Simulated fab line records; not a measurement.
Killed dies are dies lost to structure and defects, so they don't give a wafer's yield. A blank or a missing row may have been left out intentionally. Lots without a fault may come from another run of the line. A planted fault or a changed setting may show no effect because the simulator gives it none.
Split-lot experiment	flow n5-finfet	7 lots, 39 wafers read, on a route of 1938 steps

SPLIT DETAILS
At N5_PASSIVATION_AL_ETCH_33 (etches Al in Cl2/BCl3, stops on TaN, target depth 2800 nm, time 466.7 s), the setting time-s was moved away from the recipe's 466.7 s on 15 of the 39 wafers read, by -33.7% to +19.3%. This setting was run at the recipe's value on the other wafers.

There is no step in the file separating the split from the reading.

THE READING
oes-product-au, in a.u., at N5_PASSIVATION_ETCH_59 (etches TaN in Cl2/BCl3, target depth 65 nm, time 34.9 s). On this fab line, fault-free wafers typically give 0.76 a.u. with a standard deviation of 0.059 a.u.

wafer	tool, chamber at the split	time-s as run, s	against the recipe	oes-product-au, a.u.	against lot-mates on the recipe
L077.1	rie-metal-01, 0,1,0,1,1,0	466.7	recipe	0.75	-
L077.2	rie-metal-01, 0,1,0,1,1,0	466.7	recipe	0.68	-
L077.3	rie-metal-01, 0,1,0,1,1,0	466.7	recipe	0.75	-
L077.4	rie-metal-01, 0,1,0,1,1,0	466.7	recipe	0.69	-
L077.5	rie-metal-01, 0,1,0,1,1,0	466.7	recipe	0.69	-
L077.6	rie-metal-01, 0,1,0,1,1,0	466.7	recipe	0.75	-
L082.1	rie-metal-01, 1,0,1	466.7	recipe	0.69	-
L082.2	rie-metal-01, 0,1,0	550.6	+18.0%	0.74	+0.03
L082.3	rie-metal-01, 1,0,1	466.7	recipe	0.74	-
L082.4	rie-metal-01, 0,1,0	550.6	+18.0%	0.70	-0.01
L082.5	rie-metal-01, 1,0,1	466.7	recipe	0.69	-
L082.6	rie-metal-01, 0,1,0	550.6	+18.0%	0.74	+0.03
L085.1	rie-metal-01, 1,1,0	466.7	recipe	0.69	-
L085.2	rie-metal-01, 0,0,1	321.7	-31.1%	0.20	-0.50
L085.3	rie-metal-01, 1,1,0	466.7	recipe	0.68	-
L085.4	rie-metal-01, 0,0,1	321.7	-31.1%	0.19	-0.51
L085.5	rie-metal-01, 1,1,0	466.7	recipe	0.74	-
L085.6	rie-metal-01, 0,0,1	321.7	-31.1%	0.19	-0.51
L087.1	rie-metal-03, 1,0,1	466.7	recipe	0.77	-
L087.2	rie-metal-03, 1,0,1	466.7	recipe	0.73	-
L087.3	rie-metal-03, 1,0,0	363.6	-22.1%	0.56	-0.19
L087.4	rie-metal-03, 1,0,0	363.6	-22.1%	0.36	-0.39
L087.5	rie-metal-03, 1,0,0	363.6	-22.1%	0.30	-0.45
L087.6	rie-metal-03, 1,0,1	466.7	recipe	0.76	-
L088.1	rie-metal-03, 0,0,1	466.7	recipe	0.74	-
L088.2	rie-metal-03, 1,1,0	556.9	+19.3%	0.76	+0.01
L088.3	rie-metal-03, 0,0,1	466.7	recipe	0.74	-
L088.4	rie-metal-03, 1,1,0	556.9	+19.3%	0.76	+0.01
L088.5	rie-metal-03, 1,1,0	556.9	+19.3%	0.75	+0.00
L088.6	rie-metal-03, 0,0,1	466.7	recipe	0.77	-
L092.1	rie-metal-02, 0,1,1	466.7	recipe	0.79	-
L092.2	rie-metal-02, 0,1,1	466.7	recipe	0.88	-
L092.5	rie-metal-02, 0,1,1	466.7	recipe	0.87	-
L094.1	rie-metal-02, 0,1,1	466.7	recipe	0.79	-
L094.2	rie-metal-02, 0,1,1	466.7	recipe	0.86	-
L094.3	rie-metal-02, 0,1,0	309.2	-33.7%	0.21	-0.63
L094.4	rie-metal-02, 0,1,0	309.2	-33.7%	0.23	-0.61
L094.5	rie-metal-02, 0,1,0	309.2	-33.7%	0.21	-0.63
L094.6	rie-metal-02, 0,1,1	466.7	recipe	0.88	-
Rows listing several chambers each stand for several wafers; the file does not say which wafer went through which chamber.

THE FIT
A straight line over all 39 wafers: oes-product-au changes by +0.012 a.u. for each +1% of time-s; r = +0.86; the points scatter about the line by 0.11 a.u.
The same after taking each lot's own level away (the mean of its wafers on the recipe; 39 wafers): +0.0128 a.u. for each +1%; r = +0.90; scatter 0.1 a.u.
On that fit, the largest move of time-s shifts the reading by 0.43 a.u.
The span of the lots' own levels, 0.703 to 0.847 a.u., comes to 2.4 times the standard deviation stated above.
So the lot-to-lot level changes the slope little: the two slopes agree.
Check: for one of the wafers moved furthest among these (-33.7%), held out of the fit, the line's prediction against its lot-mates is -0.475 a.u. It came out at -0.633 a.u. against them.

ADDITIONAL SPLITS CARRIED BY THESE WAFERS
Note: prior to the reading, these wafers also went through further splits. Each is held against what the fit with the lots' levels taken away leaves over:
other split on the same wafers	wafers away from the commonest value	r with oes-product-au (lot level and that fit taken away)
N5_BEOL_M12_TRENCH_ETCH_34 target-depth-a	15	-0.12

THE FILE'S OWN FIT
oes-product-au changes by +0.0137 a.u. for each +1% of time-s, r = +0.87.
